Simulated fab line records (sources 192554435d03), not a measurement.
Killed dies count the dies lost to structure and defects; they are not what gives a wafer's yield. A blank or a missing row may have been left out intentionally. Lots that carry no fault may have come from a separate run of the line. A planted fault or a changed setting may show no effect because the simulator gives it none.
A lot that was struck, set against a sound lot ; flow n5-finfet ; 14 out of 1938 route steps
Sound: the wafers L399.1, L399.6. Struck: wafer L404.1 (left out: L404.3, L404.5 of the same lot, which were not struck); the cause appears at the end.
Order at every step that has rows: each side's tool, ch and its chambers, its first start. Under that, the readings that differ: sound wafers ; struck wafers ; difference of the means ; sigmas: that difference in standard deviations of wafers without a fault.
alike: a reading whose means differ by less than 2 such deviations, as well as words and numbers matching on both sides. not compared: withheld readings; readings where some wafer has no value; bounds like >300 that might hide an equal value; numbers whose values overlap and for which the record gives no deviation.
The two part at a step that has a row with sigmas, a row that says differs or no value, or rows on one side only. Numbers that don't overlap but have no deviation are shown without sigmas and don't part them. Lack of a reading on every wafer of one side parts them only where that side has two or more wafers.

N5_BEOL_M15_OVL_MEAS_11:
  sound on overlay-01 ch 0, day 13 03:10; struck on overlay-02 ch 0, day 14 12:49
  alike: V14_OVL
N5_BEOL_M15_INSPECT_12: inspects for defects (macro).
  sound on defect-inspect-01 at day 13 03:12; struck on defect-inspect-02 at day 14 12:50
  alike: raw-defect-count
N5_BEOL_M15_DESCUM_15: chemistry O2, time 7.9 s.
  sound on rie-diel-05 ch 1,3, day 13 03:14; struck on rie-diel-05 ch 2, day 14 13:15
  alike: chamber-pressure-mTorr, drypump-motor-current-A, oes-product-au, rf-vpp-V, showerhead-plenum-p-Torr, throttle-valve-pct
  not compared: rf-hours-counter-h
N5_BEOL_M15_ETCH_59: etches BARC in N2/H2, target depth 89 nm, overetch 26.7 nm, time 67.9 s.
  sound on rie-diel-05 ch 1,3, day 13 03:16; struck on rie-diel-05 ch 2, day 14 13:17
  alike: chamber-pressure-mTorr, drypump-motor-current-A, oes-product-au, rf-vpp-V, showerhead-plenum-p-Torr, throttle-valve-pct
  not compared: rf-hours-counter-h
then, 1 step without rows for these wafers: N5_BEOL_M15_VIA_ETCH_16 (etches SiO2 in C4F8/O2/Ar, target depth 1792.2 nm).
N5_BEOL_M15_STRIP_63: strips in O2.
  sound: rie-diel-05 ch 1,3; struck: rie-diel-05 ch 2
  alike: chamber-pressure-mTorr, drypump-motor-current-A, oes-product-au, rf-vpp-V, showerhead-plenum-p-Torr, throttle-valve-pct
  not compared: rf-hours-counter-h
N5_BEOL_M15_STRIP_64: strips in O2.
  sound: rie-diel-05 ch 1,3; struck: rie-diel-05 ch 2
  alike: chamber-pressure-mTorr, drypump-motor-current-A, oes-product-au, rf-vpp-V, showerhead-plenum-p-Torr, throttle-valve-pct
  not compared: rf-hours-counter-h
then, 2 steps without rows for these wafers: N5_BEOL_M15_STRIP_65 (strips in post etch residue remover, time 60 s); N5_BEOL_M15_SRD_66 (time 30 s, dry time 30 s).
N5_BEOL_M15_CD_MEAS_17: target cd 360 nm.
  sound on cd-sem-03 at day 13 03:44; struck on cd-sem-01 at day 14 13:44
  alike: cd-nm
then, 1 step without rows for these wafers: N5_BEOL_M15_COAT_56 (time 60 s, resist thk 550 nm).
N5_BEOL_M15_ETCH_57: etches SOC in N2/H2, time 750 s.
  sound on rie-diel-04 ch 1,2, day 13 03:52; struck on rie-diel-05 ch 0, day 14 13:50
reading;sound;struck;difference;sigmas
showerhead-plenum-p-Torr (Torr);2.43 2.56;2.66;+0.17;+2
  alike: chamber-pressure-mTorr, drypump-motor-current-A, oes-product-au, rf-vpp-V, throttle-valve-pct
  not compared: rf-hours-counter-h
N5_BEOL_M15_COAT_60: time 60 s, resist thk 89 nm.
  sound on litho-track-04 ch 0, day 13 04:22; struck on litho-track-04 ch 0, day 14 14:21
reading;sound;struck;difference;sigmas
heater-power-total-W (W);393.5 392.4;431.2;+38.2;+27
run-length-s (s);66.02 65.94;57.42;-8.56;-48
then, 1 step without rows for these wafers: N5_BEOL_M15_COAT_22 (resist thk 800 nm).

WHERE THEY PART
Last at N5_BEOL_M15_COAT_60 as far as this record goes, first at N5_BEOL_M15_ETCH_57.

WHY: what had been put in by the simulator
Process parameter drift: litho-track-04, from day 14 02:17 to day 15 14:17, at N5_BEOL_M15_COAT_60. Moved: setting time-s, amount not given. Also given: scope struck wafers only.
